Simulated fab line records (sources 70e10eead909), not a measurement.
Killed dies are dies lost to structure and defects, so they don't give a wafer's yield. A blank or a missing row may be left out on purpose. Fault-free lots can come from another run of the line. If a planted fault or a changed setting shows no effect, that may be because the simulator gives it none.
Matching of chambers / flow nand-harc / NHARC_A_STAIRCASE_ETCH_444 on rie-diel-06: 4 sister chambers
The step etches the open film in C4F8/O2, target depth 20400 nm, time 6800 s. 14 wafers are shown with their chamber, then 7 later ones without.

WAFERS, EACH WITH ITS CHAMBER
wafer=L074.2; chamber=0; rf-vpp-V (V)=810; oes-product-au (a.u.)=0.930
wafer=L074.3; chamber=2; rf-vpp-V (V)=802; oes-product-au (a.u.)=0.917
wafer=L074.6; chamber=2; rf-vpp-V (V)=803; oes-product-au (a.u.)=0.925
wafer=L077.4; chamber=3; rf-vpp-V (V)=803; oes-product-au (a.u.)=0.938
wafer=L077.5; chamber=1; rf-vpp-V (V)=800; oes-product-au (a.u.)=0.918
wafer=L077.6; chamber=0; rf-vpp-V (V)=810; oes-product-au (a.u.)=0.935
wafer=L082.1; chamber=2; rf-vpp-V (V)=801; oes-product-au (a.u.)=0.985
wafer=L082.2; chamber=0; rf-vpp-V (V)=809; oes-product-au (a.u.)=0.976
wafer=L082.5; chamber=1; rf-vpp-V (V)=815; oes-product-au (a.u.)=0.980
wafer=L086.3; chamber=3; rf-vpp-V (V)=802; oes-product-au (a.u.)=0.935
wafer=L086.4; chamber=1; rf-vpp-V (V)=815; oes-product-au (a.u.)=0.924
wafer=L086.6; chamber=1; rf-vpp-V (V)=816; oes-product-au (a.u.)=0.940
wafer=L088.3; chamber=2; rf-vpp-V (V)=800; oes-product-au (a.u.)=0.938
wafer=L088.4; chamber=0; rf-vpp-V (V)=810; oes-product-au (a.u.)=0.948

SIGNATURES, as means of the wafers listed above
reading=rf-vpp-V; chamber 0=809.75; chamber 1=811.50; chamber 2=801.50; chamber 3=802.50; scatter within a chamber=4.28
reading=oes-product-au; chamber 0=0.94725; chamber 1=0.94050; chamber 2=0.94125; chamber 3=0.93650; scatter within a chamber=0.0253
Rule: for a wafer and a chamber, the distance is found by dividing, reading by reading, the gap between the wafer's reading and the chamber's mean by the reading's scatter, squaring, summing and taking the root. If the next closest chamber is less than 2 further off than the closest, the wafer can't be placed; otherwise it belongs to the closest. The scatter: the root of (the sum of the squares of (reading less its chamber's mean) over the shown wafers, divided by (wafers less chambers)).

WAFERS WHOSE CHAMBER IS MISSING
wafer=L088.6; rf-vpp-V (V)=801; oes-product-au (a.u.)=0.932
wafer=L090.2; rf-vpp-V (V)=804; oes-product-au (a.u.)=0.934
wafer=L090.3; rf-vpp-V (V)=802; oes-product-au (a.u.)=0.937
wafer=L090.5; rf-vpp-V (V)=800; oes-product-au (a.u.)=0.938
wafer=L097.1; rf-vpp-V (V)=800; oes-product-au (a.u.)=0.922
wafer=L097.2; rf-vpp-V (V)=800; oes-product-au (a.u.)=0.918
wafer=L097.5; rf-vpp-V (V)=801; oes-product-au (a.u.)=0.924

WHICH CHAMBER EACH WENT THROUGH
wafer=L088.6; from the rows above=can't be placed: 2 or 3 or 0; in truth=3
wafer=L090.2; from the rows above=can't be placed: 3 or 2 or 0 or 1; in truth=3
wafer=L090.3; from the rows above=can't be placed: 3 or 2 or 0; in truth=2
wafer=L090.5; from the rows above=can't be placed: 2 or 3 or 0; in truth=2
wafer=L097.1; from the rows above=can't be placed: 3 or 2 or 0 or 1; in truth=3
wafer=L097.2; from the rows above=can't be placed: 3 or 2 or 0 or 1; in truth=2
wafer=L097.5; from the rows above=can't be placed: 3 or 2 or 0 or 1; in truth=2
Placed correctly: 0 of 7. These rows do not allow placing 7 (true chamber among the candidates in 7). Number placed wrongly: 0.
